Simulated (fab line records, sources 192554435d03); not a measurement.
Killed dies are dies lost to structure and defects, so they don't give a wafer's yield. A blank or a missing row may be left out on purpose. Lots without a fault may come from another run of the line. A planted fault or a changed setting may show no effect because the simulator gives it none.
Chamber matching | flow n5_finfet | N5_MOL_CONTACT_COAG_DESCUM_88 on rie_diel-04: 4 sister chambers
The step chemistry O2, time 7 s. 14 wafers are shown with their chamber, then 7 later ones without.

WAFERS WITH THEIR CHAMBER
wafer  | chamber | drypump_motor_current_A (A) | showerhead_plenum_p_Torr (Torr) | throttle_valve_pct (%)
L077.1 | 2       | 6.2                         | 2.23                            | 20.5
L077.4 | 3       | 6.3                         | 2.14                            | 20.2
L077.6 | 3       | 6.3                         | 2.14                            | 20.2
L086.1 | 2       | 6.2                         | 2.23                            | 20.5
L086.3 | 0       | 5.0                         | 2.08                            | 20.9
L086.5 | 3       | 6.3                         | 2.14                            | 20.2
L090.1 | 3       | 6.2                         | 2.13                            | 20.3
L090.2 | 2       | 6.3                         | 2.22                            | 20.5
L090.3 | 1       | 5.8                         | 2.13                            | 20.1
L091.1 | 0       | 5.0                         | 2.07                            | 21.0
L091.3 | 1       | 5.8                         | 2.13                            | 20.2
L091.6 | 3       | 6.3                         | 2.13                            | 20.2
L094.1 | 1       | 5.8                         | 2.13                            | 20.1
L094.2 | 0       | 5.0                         | 2.07                            | 21.0

SIGNATURES (means of the wafers above)
reading                  | chamber 0 | chamber 1 | chamber 2 | chamber 3 | scatter within a chamber
drypump_motor_current_A  | 5.000     | 5.800     | 6.233     | 6.280     | 0.0383
showerhead_plenum_p_Torr | 2.0733    | 2.1300    | 2.2267    | 2.1360    | 0.00503
throttle_valve_pct       | 20.967    | 20.133    | 20.500    | 20.220    | 0.0462
Rule: a wafer's distance from a chamber is the root of the sum, over the readings, of the square of ((its reading less the chamber's mean) divided by the reading's scatter). The wafer belongs to the nearest chamber; if the next one is less than 2 further off, it can't be placed. The scatter: the root of (the sum of the squares of (reading less its chamber's mean) over the shown wafers, divided by (wafers less chambers)).

WAFERS WITHOUT THEIR CHAMBER
wafer  | drypump_motor_current_A (A) | showerhead_plenum_p_Torr (Torr) | throttle_valve_pct (%)
L094.5 | 5.8                         | 2.13                            | 20.1
L096.1 | 5.8                         | 2.13                            | 20.2
L096.2 | 6.3                         | 2.13                            | 20.3
L096.6 | 5.8                         | 2.13                            | 20.1
L097.1 | 6.3                         | 2.22                            | 20.5
L097.3 | 6.3                         | 2.13                            | 20.3
L097.5 | 6.3                         | 2.13                            | 20.3

WHICH CHAMBER EACH WENT THROUGH
wafer  | from the rows above | in truth
L094.5 | 1                   | 1
L096.1 | 1                   | 1
L096.2 | 3                   | 3
L096.6 | 1                   | 1
L097.1 | 2                   | 2
L097.3 | 3                   | 3
L097.5 | 3                   | 3
Placed correctly: 7 of 7. Can't be placed from these rows: 0. Placed wrongly: 0.
